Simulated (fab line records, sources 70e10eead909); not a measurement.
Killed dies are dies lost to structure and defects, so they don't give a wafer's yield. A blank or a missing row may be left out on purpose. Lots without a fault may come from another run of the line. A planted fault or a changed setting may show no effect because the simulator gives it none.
Chamber matching | flow nand_harc | NHARC_A_DECK1_JOINT_CMP_02 on cmp-01: 4 sister chambers
The step polishes SiOx. 20 wafers are shown with their chamber, then 10 later ones without.

WAFERS WITH THEIR CHAMBER
wafer  | chamber | motor_current_A (A)
L074.1 | 3       | 11.3
L074.3 | 2       | 9.8
L074.6 | 0       | 11.7
L081.1 | 1       | 11.2
L081.2 | 2       | 9.6
L081.5 | 2       | 10.0
L084.2 | 2       | 9.5
L084.5 | 0       | 12.1
L084.6 | 3       | 10.9
L086.3 | 3       | 11.4
L086.5 | 2       | 10.0
L086.6 | 3       | 11.0
L088.4 | 1       | 11.3
L088.5 | 2       | 9.8
L088.6 | 1       | 11.0
L087.1 | 3       | 11.1
L087.3 | 0       | 12.3
L087.6 | 1       | 11.2
L092.1 | 3       | 10.6
L092.3 | 1       | 11.6

SIGNATURES (means of the wafers above)
reading         | chamber 0 | chamber 1 | chamber 2 | chamber 3 | scatter within a chamber
motor_current_A | 12.033    | 11.260    | 9.783     | 11.050    | 0.25
Rule: a wafer's distance from a chamber is the root of the sum, over the readings, of the square of ((its reading less the chamber's mean) divided by the reading's scatter). The wafer belongs to the nearest chamber; if the next one is less than 2 further off, it can't be placed. The scatter: the root of (the sum of the squares of (reading less its chamber's mean) over the shown wafers, divided by (wafers less chambers)).

WAFERS WITHOUT THEIR CHAMBER
wafer  | motor_current_A (A)
L092.4 | 9.5
L094.2 | 9.8
L094.3 | 11.3
L094.4 | 11.2
L096.1 | 11.0
L096.4 | 9.8
L096.6 | 11.1
L097.1 | 10.7
L097.3 | 9.7
L097.5 | 11.7

WHICH CHAMBER EACH WENT THROUGH
wafer  | from the rows above          | in truth
L092.4 | 2                            | 2
L094.2 | 2                            | 2
L094.3 | can't be placed: 1 or 3      | 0
L094.4 | can't be placed: 1 or 3      | 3
L096.1 | can't be placed: 3 or 1      | 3
L096.4 | 2                            | 2
L096.6 | can't be placed: 3 or 1      | 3
L097.1 | can't be placed: 3 or 1      | 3
L097.3 | 2                            | 2
L097.5 | can't be placed: 0 or 1 or 3 | 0
Placed correctly: 4 of 10. Can't be placed from these rows: 6 (the true chamber is among the candidates in 5). Placed wrongly: 0.
